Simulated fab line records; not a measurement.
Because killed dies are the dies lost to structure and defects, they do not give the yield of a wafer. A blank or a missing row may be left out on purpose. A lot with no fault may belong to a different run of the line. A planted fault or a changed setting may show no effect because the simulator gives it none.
Matching of chambers || flow n5_finfet || 4 sister chambers for N5_DUMMY_GATE_ETCH_42 on rie_diel-03
The step etches SiO2 in CHF3/O2, target depth 3.5 nm, time 31 s. 14 wafers are shown with their chamber, then 7 later ones without.

WAFERS PAIRED WITH THEIR CHAMBERS
{"wafer": "L078.1", "chamber": 3, "drypump_motor_current_A (A)": 4.9, "throttle_valve_pct (%)": 19.06, "showerhead_plenum_p_Torr (Torr)": 2.51}
{"wafer": "L078.3", "chamber": 2, "drypump_motor_current_A (A)": 5.4, "throttle_valve_pct (%)": 18.88, "showerhead_plenum_p_Torr (Torr)": 2.50}
{"wafer": "L078.6", "chamber": 0, "drypump_motor_current_A (A)": 6.0, "throttle_valve_pct (%)": 18.59, "showerhead_plenum_p_Torr (Torr)": 2.46}
{"wafer": "L079.1", "chamber": 3, "drypump_motor_current_A (A)": 4.9, "throttle_valve_pct (%)": 19.08, "showerhead_plenum_p_Torr (Torr)": 2.51}
{"wafer": "L079.4", "chamber": 2, "drypump_motor_current_A (A)": 5.4, "throttle_valve_pct (%)": 18.88, "showerhead_plenum_p_Torr (Torr)": 2.50}
{"wafer": "L079.6", "chamber": 2, "drypump_motor_current_A (A)": 5.4, "throttle_valve_pct (%)": 18.90, "showerhead_plenum_p_Torr (Torr)": 2.50}
{"wafer": "L080.1", "chamber": 3, "drypump_motor_current_A (A)": 4.9, "throttle_valve_pct (%)": 19.05, "showerhead_plenum_p_Torr (Torr)": 2.51}
{"wafer": "L080.3", "chamber": 1, "drypump_motor_current_A (A)": 6.4, "throttle_valve_pct (%)": 18.75, "showerhead_plenum_p_Torr (Torr)": 2.42}
{"wafer": "L080.6", "chamber": 3, "drypump_motor_current_A (A)": 4.9, "throttle_valve_pct (%)": 19.06, "showerhead_plenum_p_Torr (Torr)": 2.51}
{"wafer": "L086.2", "chamber": 2, "drypump_motor_current_A (A)": 5.4, "throttle_valve_pct (%)": 18.90, "showerhead_plenum_p_Torr (Torr)": 2.49}
{"wafer": "L086.4", "chamber": 0, "drypump_motor_current_A (A)": 6.0, "throttle_valve_pct (%)": 18.61, "showerhead_plenum_p_Torr (Torr)": 2.45}
{"wafer": "L086.6", "chamber": 2, "drypump_motor_current_A (A)": 5.4, "throttle_valve_pct (%)": 18.92, "showerhead_plenum_p_Torr (Torr)": 2.49}
{"wafer": "L091.1", "chamber": 0, "drypump_motor_current_A (A)": 6.0, "throttle_valve_pct (%)": 18.62, "showerhead_plenum_p_Torr (Torr)": 2.45}
{"wafer": "L091.4", "chamber": 1, "drypump_motor_current_A (A)": 6.5, "throttle_valve_pct (%)": 18.79, "showerhead_plenum_p_Torr (Torr)": 2.41}

SIGNATURES, as means of the wafers listed above
{"reading": "drypump_motor_current_A", "chamber 0": 6.000, "chamber 1": 6.450, "chamber 2": 5.400, "chamber 3": 4.900, "scatter within a chamber": 0.0224}
{"reading": "throttle_valve_pct", "chamber 0": 18.6067, "chamber 1": 18.7700, "chamber 2": 18.8960, "chamber 3": 19.0625, "scatter within a chamber": 0.0169}
{"reading": "showerhead_plenum_p_Torr", "chamber 0": 2.4533, "chamber 1": 2.4150, "chamber 2": 2.4960, "chamber 3": 2.5100, "scatter within a chamber": 0.00486}
Rule: a wafer's distance from a chamber is the root of the sum, over the readings, of the square of ((its reading less the chamber's mean) divided by the reading's scatter). The wafer belongs to the nearest chamber; if the next one is less than 2 further off, it can't be placed. How the scatter is found: for the shown wafers, subtract from each reading the mean of its chamber, square and add these, divide the total by (wafers less chambers), then take the root.

WAFERS MISSING THEIR CHAMBER
{"wafer": "L091.5", "drypump_motor_current_A (A)": 6.4, "throttle_valve_pct (%)": 18.79, "showerhead_plenum_p_Torr (Torr)": 2.41}
{"wafer": "L093.3", "drypump_motor_current_A (A)": 6.0, "throttle_valve_pct (%)": 18.63, "showerhead_plenum_p_Torr (Torr)": 2.45}
{"wafer": "L093.4", "drypump_motor_current_A (A)": 5.4, "throttle_valve_pct (%)": 18.92, "showerhead_plenum_p_Torr (Torr)": 2.49}
{"wafer": "L093.6", "drypump_motor_current_A (A)": 5.4, "throttle_valve_pct (%)": 18.93, "showerhead_plenum_p_Torr (Torr)": 2.49}
{"wafer": "L097.1", "drypump_motor_current_A (A)": 4.9, "throttle_valve_pct (%)": 19.11, "showerhead_plenum_p_Torr (Torr)": 2.50}
{"wafer": "L097.4", "drypump_motor_current_A (A)": 6.0, "throttle_valve_pct (%)": 18.64, "showerhead_plenum_p_Torr (Torr)": 2.45}
{"wafer": "L097.6", "drypump_motor_current_A (A)": 4.9, "throttle_valve_pct (%)": 19.10, "showerhead_plenum_p_Torr (Torr)": 2.50}

CHAMBER TAKEN BY EACH
{"wafer": "L091.5", "from the rows above": 1, "in truth": 1}
{"wafer": "L093.3", "from the rows above": 0, "in truth": 0}
{"wafer": "L093.4", "from the rows above": 2, "in truth": 2}
{"wafer": "L093.6", "from the rows above": 2, "in truth": 2}
{"wafer": "L097.1", "from the rows above": 3, "in truth": 3}
{"wafer": "L097.4", "from the rows above": 0, "in truth": 0}
{"wafer": "L097.6", "from the rows above": 3, "in truth": 3}
Correctly placed: 7 of 7. Number that these rows cannot place: 0. Wrongly placed: 0.
